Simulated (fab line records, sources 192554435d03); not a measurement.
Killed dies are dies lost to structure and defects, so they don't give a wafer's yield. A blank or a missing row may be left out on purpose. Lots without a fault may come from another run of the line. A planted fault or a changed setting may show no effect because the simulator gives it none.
A struck lot beside a sound one | flow n5_finfet | 38 steps out of a route of 1938
Sound: wafers L446.1, L446.3, L446.4. Struck: wafer L460.4. (L460.6 of the same lot was not struck and is left out.) The cause comes at the end.
At each step with rows: each side's tool, then ch and its chambers, then its first start. Under that, the readings that differ: sound wafers | struck wafers | difference of the means | sigmas: that difference in standard deviations of wafers without a fault.
alike: readings whose means differ by less than 2 such deviations, and words and numbers that are the same on both sides. not compared: withheld readings, readings that some wafer has no value for, bounds like >300 that may hide the same value, and numbers for which the record gives no deviation and whose values overlap.
The two part at a step that has a row with sigmas, a row that says differs or no value, or rows on one side only. Numbers that don't overlap but have no deviation are shown without sigmas and don't part them. A reading that every wafer of one side lacks parts them only if that side has two wafers or more.

first, 9 steps without rows for these wafers: N5_BEOL_M3_COAT_05 (resist thk 30 nm); N5_BEOL_M3_EBR_07; N5_BEOL_M3_SOFTBAKE_06 (time 60 s); N5_BEOL_M3_EXPOSE_08 (exposes mask M3); N5_BEOL_M3_PEB_09 (peb time 60 s); N5_BEOL_M3_DEVELOP_10 (develop time 30 s); N5_BEOL_M3_DESCUM_16 (chemistry O2, time 7 s); N5_BEOL_M3_ETCH_74 (etches underlayer in N2/H2, target depth 6.5 nm, time 5.2 s); N5_BEOL_M3_ETCH_63 (etches SiARC in CF4, target depth 15.6 nm, time 26 s).
N5_BEOL_M3_ETCH_64: etches SOC in N2/H2, target depth 75 nm, overetch 15 nm, time 112.5 s.
  sound on rie_diel-05 ch 1,2,3, day 8 14:48; struck on rie_diel-05 ch 0, day 12 18:11
  reading                                    | sound             | struck | difference | sigmas
  throttle_valve_pct (%)                     | 18.10 17.77 17.56 | 17.29  | -0.52      | -2
  model.SiARC_of_BEOL_M3_COAT_62.thk_nm (nm) | 7 6.6 6.4         | 3.8    | -2.9       |
  model.BEOL_M3.cd_offset_nm (nm)            | 0 0.2 -0.2        | 1.2    | +1.2       |
  alike: bias_w, drypump_motor_current_A, oes_product_au, rf_vpp_V, showerhead_plenum_p_Torr
  not compared: rf_hours_counter_h
then, 3 steps without rows for these wafers: N5_BEOL_M3_STRIP_65 (strips in N2/H2); N5_BEOL_M3_STRIP_75 (strips in N2/H2); N5_BEOL_M3_STRIP_66 (strips in CF4).
N5_BEOL_M3_HM_OPEN_17: chemistry Cl2/BCl3, target TiN, target depth 20 nm, overetch 6 nm.
  sound on rie_metal-02 ch 0,1, day 8 14:58; struck on rie_metal-01 ch 1, day 12 18:23
  reading                         | sound      | struck | difference | sigmas
  model.BEOL_M3.cd_offset_nm (nm) | 0 0.2 -0.4 | 1.2    | +1.3       |
  alike: bias_w, drypump_motor_current_A, oes_product_au, throttle_valve_pct
  not compared: rf_hours_counter_h
then, 1 step without rows for these wafers: N5_BEOL_M3_STRIP_19 (strips in O2).
N5_BEOL_M3_CD_MEAS_18: pitch 36 nm, target cd 18 nm.
  sound on cd_sem-03, day 8 15:09; struck on cd_sem-02, day 12 18:32
  reading    | sound          | struck | difference | sigmas
  cd_nm (nm) | 17.6 18.2 17.9 | 19.0   | +1.1       | +3
then, 20 steps without rows for these wafers: N5_BEOL_M3_COAT_67 (time 60 s, resist thk 60 nm); N5_BEOL_M3_COAT_68 (time 60 s, resist thk 12 nm); N5_BEOL_M3_COAT_76 (time 60 s, resist thk 5 nm); N5_BEOL_M3_COAT_22 (resist thk 30 nm); N5_BEOL_M3_EBR_24; N5_BEOL_M3_SOFTBAKE_23 (time 60 s); N5_BEOL_M3_EXPOSE_25 (exposes mask V2, defocus 5 nm); N5_BEOL_M3_PEB_26 (peb time 60 s); N5_BEOL_M3_DEVELOP_27 (develop time 30 s); N5_BEOL_M3_DESCUM_33 (chemistry O2, time 7 s); N5_BEOL_M3_ETCH_77 (etches underlayer in N2/H2, target depth 6.5 nm, time 5.2 s); N5_BEOL_M3_ETCH_69 (etches SiARC in CF4, target depth 15.6 nm, time 26 s); N5_BEOL_M3_ALD_98 (deposits SiO2, target thk 2.5 nm, pulse time 1 s, co reactant pulse time 1 s); N5_BEOL_M3_ETCHBACK_99 (etches SiO2 in CHF3, target depth 5 nm, time 10.4 s); N5_BEOL_M3_ETCH_70 (etches SOC in N2/H2, target depth 80 nm, overetch 16 nm, time 120 s); N5_BEOL_M3_STRIP_71 (strips in N2/H2); N5_BEOL_M3_STRIP_78 (strips in N2/H2); N5_BEOL_M3_VIA_ETCH_34 (etches the open film in C4F6/O2, target depth 69.4 nm, time 65.9 s); N5_BEOL_M3_STRIP_83 (strips in C4F6/O2); N5_BEOL_M3_STRIP_36 (strips in N2/H2).
N5_BEOL_M4_RC_MEAS_101:
  sound on prober-01 ch 0, day 9 21:33; struck on prober-01 ch 0, day 14 07:03
  reading          | sound          | struck | difference | sigmas
  DIBL_P (mV/V)    | 34.7 36.4 35.5 | 40.1   | +4.6       | +2
  IOFF_N (nA/um)   | 0.15 0.16 0.15 | 0.23   | +0.08      | +2
  IOFF_P (nA/um)   | 0.18 0.19 0.19 | 0.30   | +0.11      | +3
  ION_N (uA/um)    | 666 679 662    | 694    | +25        | +2
  ION_P (uA/um)    | 451 453 450    | 468    | +17        | +2
  SERP_M3 (ohm/um) | 205 188 209    | 159    | -42        | -3
  VT_P (mV)        | -256 -253 -253 | -245   | +9         | +3
  alike: DIBL_N, SS_N, SS_P, VT_N
then, 1 step without rows for these wafers: N5_PASSIVATION_PROBE_49.

WHERE THEY PART
First at N5_BEOL_M3_ETCH_64; last, within this record, at N5_BEOL_M4_RC_MEAS_101.

WHY: what the simulator had put in
Process parameter drift: rie_diel-05, from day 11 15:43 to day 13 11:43, at N5_BEOL_M3_ETCH_64. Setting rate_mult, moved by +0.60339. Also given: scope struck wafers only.
